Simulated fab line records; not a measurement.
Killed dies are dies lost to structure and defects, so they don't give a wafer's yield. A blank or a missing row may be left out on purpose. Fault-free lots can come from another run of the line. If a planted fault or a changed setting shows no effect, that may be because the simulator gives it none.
Struck lot and sound lot, side by side -- flow n5_finfet -- 15 steps out of a route of 1938
Sound: the wafers L873.1, L873.2, L873.5. Wafers L883.2, L883.3, L883.5 were the ones struck. The cause is named last.
For every step that has rows: the tool of each side, followed by ch and its chambers, followed by its first start. Under that, the readings that differ: sound wafers -- struck wafers -- difference of the means -- sigmas: that difference in standard deviations of wafers without a fault.
alike: readings with means less than 2 such deviations apart, plus words and numbers identical on both sides. not compared: withheld readings, readings lacking a value on some wafer, bounds such as >300 that could conceal the same value, and numbers that have no deviation in the record and whose values overlap.
The two part at a step that has a row with sigmas, a row that says differs or no value, or rows on one side only. Non-overlapping numbers with no deviation appear without sigmas and do not part them. A reading that every wafer of one side lacks parts them only if that side has two wafers or more.

first, 2 steps without rows for these wafers: N5_BEOL_M5_STRIP_63 (strips in N2/H2); N5_BEOL_M5_STRIP_73 (strips in N2/H2).
N5_BEOL_M5_STRIP_64: strips in CF4.
  sound on rie_diel-03 ch 1,2,3, day 8 14:37; struck on rie_diel-04 ch 1,2,3, day 11 07:36
reading,sound,struck,difference,sigmas
oes_product_au (a.u.),0.92 0.90 0.86,0.67 0.84 0.69,-0.16,-2
showerhead_plenum_p_Torr (Torr),1.77 1.89 1.81,1.70 1.75 1.76,-0.09,-2
  alike: bias_power_w, drypump_motor_current_A, rf_vpp_V, throttle_valve_pct
  not compared: rf_hours_counter_h
N5_BEOL_M5_HM_OPEN_17: chemistry Cl2/BCl3, target TiN, target depth 20 nm, overetch 6 nm.
  sound on rie_metal-01 ch 0,1, day 8 14:39; struck on rie_metal-02 ch 0,1, day 11 07:38
  alike: drypump_motor_current_A, oes_product_au, throttle_valve_pct
  not compared: rf_hours_counter_h
N5_BEOL_M5_STRIP_19: strips in O2.
  sound on rie_diel-03 ch 0,1,2, day 8 14:46; struck on rie_diel-06 ch 0,2,3, day 11 07:56
  alike: drypump_motor_current_A, oes_product_au, rf_vpp_V, showerhead_plenum_p_Torr, throttle_valve_pct
  not compared: rf_hours_counter_h
N5_BEOL_M5_CD_MEAS_18: pitch 56 nm, target cd 28 nm.
  struck on cd_sem-02, day 11 08:01; sound on cd_sem-01, day 8 14:50
  alike: cd_nm
then, 6 steps without rows for these wafers: N5_BEOL_M5_COAT_65 (time 60 s, resist thk 60 nm); N5_BEOL_M5_COAT_66 (time 60 s, resist thk 12 nm); N5_BEOL_M5_COAT_74 (time 60 s, resist thk 5 nm); N5_BEOL_M5_COAT_22 (resist thk 30 nm); N5_BEOL_M5_EBR_24; N5_BEOL_M5_SOFTBAKE_23 (time 60 s).
N5_BEOL_M5_EXPOSE_25: exposes mask V4, defocus 10 nm.
  sound on euv_scanner-02 ch 0, day 8 15:46; struck on euv_scanner-02 ch 0, day 11 08:32
reading,sound,struck,difference,sigmas
exposure_dose_mJ_cm2,52.71 52.74 52.75,51.66 51.62 51.61,-1.10,-19
  alike: mask
then, 1 step without rows for these wafers: N5_BEOL_M5_PEB_26 (peb time 60 s).
-- a jump in the record: the struck wafers' starts before and after are 4 days apart (it breaks off in module BEOL_M5 and resumes in module PASSIVATION, where the first step shown is number 1936 of the route) --
N5_PASSIVATION_PROBE_49:
  struck on prober-01, day 15 07:40; sound on prober-02, day 12 13:43
reading,sound,struck,difference,sigmas
killed_at_M4_up,9 6 10,20 29 18,+14,+3
killed_at_contacts,35 20 28,13 9 13,-16,-2
sort_bin_5_function (%),4.2 2.5 5.3,6.2 6.1 7.0,+2.4,+3
  alike: defect_limited_yield, killed_at_M0_to_M3, killed_at_front_end, killed_at_other, killed_dies, killed_open, killed_short, sort_bin_4_leakage, sort_bin_6_memory, sort_n_pass, sort_yield_pct

## WHERE THEY PART
First at N5_BEOL_M5_STRIP_64; last, within this record, at N5_PASSIVATION_PROBE_49.

WHY: the cause the simulator had injected
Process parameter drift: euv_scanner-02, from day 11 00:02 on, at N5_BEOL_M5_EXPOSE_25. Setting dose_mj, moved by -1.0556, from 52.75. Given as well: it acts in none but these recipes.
